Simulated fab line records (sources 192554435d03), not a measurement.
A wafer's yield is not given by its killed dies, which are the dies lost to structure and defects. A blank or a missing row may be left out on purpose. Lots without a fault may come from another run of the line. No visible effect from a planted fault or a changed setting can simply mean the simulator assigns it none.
Struck lot and sound lot, side by side | flow n5 finfet | 38 steps out of a route of 1938
Sound: the wafers L386.2, L386.4, L386.5. The struck wafers were L391.3, L391.4, L391.5. The cause comes at the end.
Each step with rows lists, per side, the tool, then ch with its chambers, then its first start. Under that, the readings that differ: sound wafers | struck wafers | difference of the means | sigmas: that difference in standard deviations of wafers without a fault.
alike: readings whose means differ by less than 2 such deviations, and words and numbers that are the same on both sides. not compared: withheld readings, readings that some wafer has no value for, bounds like >300 that may hide the same value, and numbers for which the record gives no deviation and whose values overlap.
Wherever a step has rows on one side only, a row that says differs or no value, or a row with sigmas, the two part there. Non-overlapping numbers with no deviation appear without sigmas and do not part them. A reading missing from all wafers of one side parts the sides only when that side holds two or more wafers.

first, 11 steps without rows for these wafers: N5_BEOL_M0_SAQP_ETCH_102 (etches SiO2 in CF4, target depth 4 nm, time 4.4 s); N5_BEOL_M0_SAQP_MANDREL_ETCH_103 (etches a-Si in HBr/Cl2, stops on SiCN, target depth 45 nm, bt time 10 s, time 27 s); N5_BEOL_M0_SAQP_RECESS_104 (chemistry HF/NH3, target SiO2, target depth 18 nm, afs cycles 3, sublimation time 60 s); N5_BEOL_M0_SAQP_COAT_105 (time 60 s, resist thk 100 nm); N5_BEOL_M0_SAQP_ETCH_106 (etches SOC in N2/H2, stops on SiNx, target depth 150 nm); N5_BEOL_M0_SAQP_ETCH_107 (etches SiNx in CH3F/O2, target depth 30 nm); N5_BEOL_M0_SAQP_STRIP_108 (strips in N2/H2); N5_BEOL_M0_SAQP_RECESS_109 (chemistry HF/NH3, target SiO2, target depth 3 nm, afs cycles 1, sublimation time 60 s); N5_BEOL_M0_SAQP_SPACER2_ALD_26 (deposits SiO2, target thk 15 nm, pulse time 1 s, purge time 2 s); N5_BEOL_M0_SAQP_SPACER2_ETCHBACK_27 (etches SiO2 in CHF3/O2, target depth 22.5 nm, time 11.25 s); N5_BEOL_M0_SAQP_MANDREL2_REMOVE_110 (chemistry HBr/Cl2/O2, target a-Si, stops on SiCN, bt time 10 s).
N5_BEOL_M0_SAQP_COAT_69: time 60 s, resist thk 90 nm.
  sound on litho track-02 ch 0, day 8 12:31; struck on litho track-02 ch 0, day 9 15:35
  reading                                       | sound                | struck               | difference | sigmas
  spin speed rpm (rpm)                          | 1500.3 1499.1 1500.0 | 1299.4 1297.7 1299.9 | -200.8     | -99 or more
  model.SOC_of_BEOL_M0_SAQP_COAT_69.thk nm (nm) | 89.6 89.8 90         | 96.2 96 96.2         | +6.3       |
  alike: heater power total W, plate temp C
then, 15 steps without rows for these wafers: N5_BEOL_M0_SAQP_COAT_72 (time 60 s, resist thk 15 nm); N5_BEOL_M0_SAQP_COAT_87 (time 60 s, resist thk 5 nm); N5_BEOL_M0_SAQP_COAT_34 (resist thk 30 nm); N5_BEOL_M0_SAQP_EBR_36; N5_BEOL_M0_SAQP_SOFTBAKE_35 (time 60 s); N5_BEOL_M0_SAQP_EXPOSE_37 (exposes mask M0 CUT1, target cd 30 nm); N5_BEOL_M0_SAQP_PEB_38 (peb time 60 s); N5_BEOL_M0_SAQP_DEVELOP_39 (develop time 30 s); N5_BEOL_M0_SAQP_DESCUM_45 (chemistry O2, time 7 s); N5_BEOL_M0_SAQP_ETCH_88 (etches underlayer in N2/H2, target depth 6.5 nm, time 5.2 s); N5_BEOL_M0_SAQP_ETCH_73 (etches SiARC in CF4, target depth 19.5 nm, time 32.5 s); N5_BEOL_M0_SAQP_CUT_ETCH_46 (etches SOC in N2/H2, target depth 135 nm, overetch 27 nm, time 202.5 s); N5_BEOL_M0_SAQP_STRIP_74 (strips in N2/H2); N5_BEOL_M0_SAQP_STRIP_89 (strips in N2/H2); N5_BEOL_M0_SAQP_ALD_48 (deposits SiO2, target thk 20 nm, pulse time 1 s, co reactant pulse time 1 s).
N5_BEOL_M0_SAQP_ETCH_49: etches SiO2 in CF4/O2, target depth 37 nm.
  sound on rie diel-01 ch 0,1, day 8 13:43; struck on rie diel-05 ch 1,2,3, day 9 17:05
  reading                                       | sound          | struck         | difference | sigmas
  model.SOC_of_BEOL_M0_SAQP_COAT_69.thk nm (nm) | 70.2 70.6 70.6 | 76.4 76.2 76.6 | +5.9       |
  alike: drypump motor current A, oes product au, rf fwd power W, rf vpp V, showerhead plenum p Torr, throttle valve pct
  not compared: rf hours counter h
then, 8 steps without rows for these wafers: N5_BEOL_M0_SAQP_STRIP_75 (strips in CF4); N5_BEOL_M0_CUTY_COAT_50 (time 60 s, resist thk 15 nm); N5_BEOL_M0_CUTY_COAT_51 (resist thk 150 nm); N5_BEOL_M0_CUTY_EBR_52; N5_BEOL_M0_CUTY_SOFTBAKE_53 (time 60 s); N5_BEOL_M0_CUTY_EXPOSE_54 (exposes mask M0 ABLK); N5_BEOL_M0_CUTY_PEB_55 (peb time 60 s); N5_BEOL_M0_CUTY_DEVELOP_56 (develop time 30 s).
N5_BEOL_M0_CUTY_ETCH_63: etches SOC in N2/H2, target depth 82.7 nm, overetch 16.5 nm, time 124 s.
  sound on rie diel-02 ch 0,1, day 8 14:22; struck on rie diel-03 ch 0,1,2, day 9 17:45
  reading                  | sound             | struck            | difference | sigmas
  model.etch.depth nm (nm) | 70.28 70.51 70.65 | 76.49 76.27 76.51 | +5.94      |
  alike: drypump motor current A, h2 flow sccm, n2 flow sccm, oes product au, rf fwd power W, rf vpp V, showerhead plenum p Torr, throttle valve pct
  not compared: rf hours counter h
-- record jumps: 4 days separate the struck wafers' starts on either side; left off in module BEOL_M0_CUTY, taken up again in module BEOL_M4, whose first shown step is the route's number 1111 --
N5_BEOL_M4_RC_MEAS_101:
  sound on prober-02 ch 0, day 12 23:09; struck on prober-02 ch 0, day 13 22:15
  alike: DIBL_N, DIBL_P, IOFF_N, IOFF_P, ION_N, ION_P, SS_N, SS_P, VT_N, VT_P

WHERE THEY PART
Within this record, at N5_BEOL_M0_SAQP_COAT_69 only. Later steps at which nothing parts them and some readings are alike: N5_BEOL_M0_SAQP_ETCH_49, N5_BEOL_M0_CUTY_ETCH_63, N5_BEOL_M4_RC_MEAS_101.

WHY: what the simulator had put in
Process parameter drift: litho track-02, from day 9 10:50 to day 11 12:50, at N5_BEOL_M0_SAQP_COAT_69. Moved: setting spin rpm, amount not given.
